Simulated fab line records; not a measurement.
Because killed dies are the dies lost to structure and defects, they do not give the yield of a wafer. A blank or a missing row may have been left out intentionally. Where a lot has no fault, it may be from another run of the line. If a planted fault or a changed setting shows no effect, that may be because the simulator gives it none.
The same fault as seen by 3 desks ; flow n5 finfet ; numbers are kept per desk, each desk with only its own; the story behind them comes last

== THE DEFECT DESK ==
Inspection counts along the route, by lot: the mean over sampled wafers that carry a number. The brackets show how far a lot's mean lies from the usual mean; more than 4 standard deviations puts the lot out of limits, marked OUT.
Columns: A = raw defect count at N5_PASSIVATION_INSPECT_67, usual 2.2
lot;first seen here;A
L778;day 16 01:22;1.7
L775;day 16 01:57;1.7
L780;day 16 07:11;2.0
L779;day 16 11:58;2.3
L782;day 16 16:32;3.0
L784;day 17 19:40;1.5
L789;day 18 23:34;3.7
This desk's finding: nothing out of limits on any of the 7 lots.

== DESK OF THE TOOL OWNER: rie diel-01 ==
The tool's own readings at N5_PASSIVATION_PASS_ETCH_47 (etches SiNx in CF4/O2, target depth 770 nm, time 385 s): means of the sampled wafers that have a number, for each lot that ran on this tool. The brackets show how far a lot's mean lies from the usual mean; more than 4 standard deviations puts the lot out of limits, marked OUT.
Columns: A = drypump motor current A at N5_PASSIVATION_PASS_ETCH_47, usual 5.8 A; B = oes product au at N5_PASSIVATION_PASS_ETCH_47, usual 0.78 a.u.; C = rf vpp V at N5_PASSIVATION_PASS_ETCH_47, usual 244 V; D = run length s at N5_PASSIVATION_PASS_ETCH_47, usual 408.4 s; E = showerhead plenum p Torr at N5_PASSIVATION_PASS_ETCH_47, usual 2.24 Torr; F = throttle valve pct at N5_PASSIVATION_PASS_ETCH_47, usual 15.78 %
lot;first seen here;A;B;C;D;E;F
L778;day 16 01:26;5.7;0.85;245;408.3;2.22;15.69
L775;day 16 02:02;5.8;0.79;245;408.3;2.24;15.84
L779;day 16 12:02;5.9;0.79;247;400.8 (-20) OUT;2.23;15.77
L782;day 16 16:50;5.8;0.76;249;401.5 (-18) OUT;2.26;15.77
L784;day 17 19:44;5.9;0.76;250;397.3 (-29) OUT;2.24;15.62
This desk's verdict: out of limits on L779, L782, L784, starting with L779 at day 16 12:02 (run length s at N5_PASSIVATION_PASS_ETCH_47). Within limits: L778, L775.

== FROM THE METROLOGY DESK ==
What the gauges read for every lot (on any tool): the sampled wafers with a number, averaged. The brackets show how far a lot's mean lies from the usual mean; more than 4 standard deviations puts the lot out of limits, marked OUT.
Columns: A = cd nm at N5_PASSIVATION_CD_MEAS_44, usual 40000 nm; B = PASS_OPEN_OVL at N5_PASSIVATION_OVL_MEAS_66, usual -1 nm
lot;first seen here;A;B
L778;day 16 01:19;40000;4
L775;day 16 01:54;39999;3
L780;day 16 07:08;39999;-1
L779;day 16 11:55;40003;4
L782;day 16 16:29;39997;1
L784;day 17 19:37;40000;3
L789;day 18 23:31;40004;3
This desk's finding: nothing out of limits on any of the 7 lots.

== ALL TOGETHER ==
On L779, L782, L784, at day 16 12:02, an alarm was possible from the tool owner's desk.
The defect desk saw nothing out of limits.
At the metrology desk, nothing out of limits was observed.
The defect desk has L779, L782, L784 on record, within its limits.
The metrology desk has L779, L782, L784 on record, within its limits.
Of the lots named, all ran N5_PASSIVATION_PASS_ETCH_47 on rie diel-01.

== WHAT THE SIMULATOR PUT IN ==
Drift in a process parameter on rie diel-01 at N5_PASSIVATION_PASS_ETCH_47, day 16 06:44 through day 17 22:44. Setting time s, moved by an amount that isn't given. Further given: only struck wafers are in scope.
Shown lots that were struck: L779, L782, L784.
Hours from the fault's start to each desk's first reading out of limits: the tool owner's desk, 5.
